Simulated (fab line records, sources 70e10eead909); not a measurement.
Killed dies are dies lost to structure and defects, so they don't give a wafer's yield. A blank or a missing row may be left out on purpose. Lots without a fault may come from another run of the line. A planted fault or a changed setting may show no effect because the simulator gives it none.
A struck lot beside a sound one | flow nand_harc | 15 steps out of a route of 1302
Sound: wafers L275.1, L275.3, L275.5. Struck: wafer L280.5. (L280.1, L280.6 of the same lot were not struck and are left out.) The cause comes at the end.
At each step with rows: each side's tool, then ch and its chambers, then its first start. Under that, the readings that differ: sound wafers | struck wafers | difference of the means | sigmas: that difference in standard deviations of wafers without a fault.
alike: readings whose means differ by less than 2 such deviations, and words and numbers that are the same on both sides. not compared: withheld readings, readings that some wafer has no value for, bounds like >300 that may hide the same value, and numbers for which the record gives no deviation and whose values overlap.
The two part at a step that has a row with sigmas, a row that says differs or no value, or rows on one side only. Numbers that don't overlap but have no deviation are shown without sigmas and don't part them. A reading that every wafer of one side lacks parts them only if that side has two wafers or more.

first, 8 steps without rows for these wafers: NHARC_A_SGD_CUT_COAT_56 (time 75 s); NHARC_A_SGD_CUT_COAT_57 (time 65 s); NHARC_A_SGD_CUT_COAT_03 (resist thk 90 nm); NHARC_A_SGD_CUT_SOFTBAKE_04 (time 55 s); NHARC_A_SGD_CUT_EBR_05; NHARC_A_SGD_CUT_EXPOSE_06 (exposes mask SGD); NHARC_A_SGD_CUT_PEB_07 (peb time 65 s); NHARC_A_SGD_CUT_DEVELOP_08 (develop time 35 s).
NHARC_A_SGD_CUT_CD_MEAS_09: target cd 100 nm.
  sound on cd_sem-01 ch 0, day 21 16:59; struck on cd_sem-03 ch 0, day 23 21:41
  alike: cd_nm
NHARC_A_SGD_CUT_OVL_MEAS_10:
  sound on overlay-01, day 21 17:04; struck on overlay-02, day 23 21:47
  reading           | sound       | struck | difference | sigmas
  overlay_x_nm (nm) | 0.7 0.9 0.7 | -1.6   | -2.4       | -2
  alike: overlay_y_nm
NHARC_A_SGD_CUT_INSPECT_11:
  sound on defect_inspect-01, day 21 17:06; struck on defect_inspect-01, day 23 21:49
  alike: raw_defect_count
NHARC_A_SGD_CUT_DESCUM_14: chemistry O2, time 3 s.
  sound on rie_diel-07 ch 0,1,2, day 21 17:10; struck on rie_diel-02 ch 0, day 23 21:55
  reading                | sound                | struck | difference | sigmas
  throttle_valve_pct (%) | 11.311 11.323 11.310 | 11.292 | -0.023     | -3
  alike: drypump_motor_current_A, oes_product_au, rf_vpp_V, showerhead_plenum_p_Torr
  not compared: rf_hours_counter_h
NHARC_A_SGD_CUT_ETCH_58: etches the open film in CF4, target depth 39 nm, time 65 s.
  sound on rie_diel-07 ch 1,2,3, day 21 17:15; struck on rie_diel-02 ch 0, day 23 21:58
  reading               | sound             | struck | difference | sigmas
  oes_product_au (a.u.) | 1.004 1.005 0.995 | 0.800  | -0.201     | -24
  alike: drypump_motor_current_A, rf_vpp_V, showerhead_plenum_p_Torr, throttle_valve_pct
  not compared: rf_hours_counter_h
NHARC_A_SGD_CUT_ETCH_59: etches the open film in N2/H2, target depth 260 nm, time 406.25 s.
  sound on rie_diel-07 ch 0,2; struck on rie_diel-02 ch 2
  alike: drypump_motor_current_A, oes_product_au, rf_vpp_V, showerhead_plenum_p_Torr, throttle_valve_pct
  not compared: rf_hours_counter_h
-- the record jumps here: 6 days lie between the struck wafers' starts before and after (it left off in module A_SGD_CUT and takes up again in module END, whose first step shown is number 1302 of the route) --
NHARC_END_SORT_01:
  the record has rows for the struck wafers here (prober-01 ch 0, day 29 18:56) and none for the sound ones

WHERE THEY PART
First at NHARC_A_SGD_CUT_OVL_MEAS_10; last, within this record, at NHARC_END_SORT_01.

WHY: what the simulator had put in
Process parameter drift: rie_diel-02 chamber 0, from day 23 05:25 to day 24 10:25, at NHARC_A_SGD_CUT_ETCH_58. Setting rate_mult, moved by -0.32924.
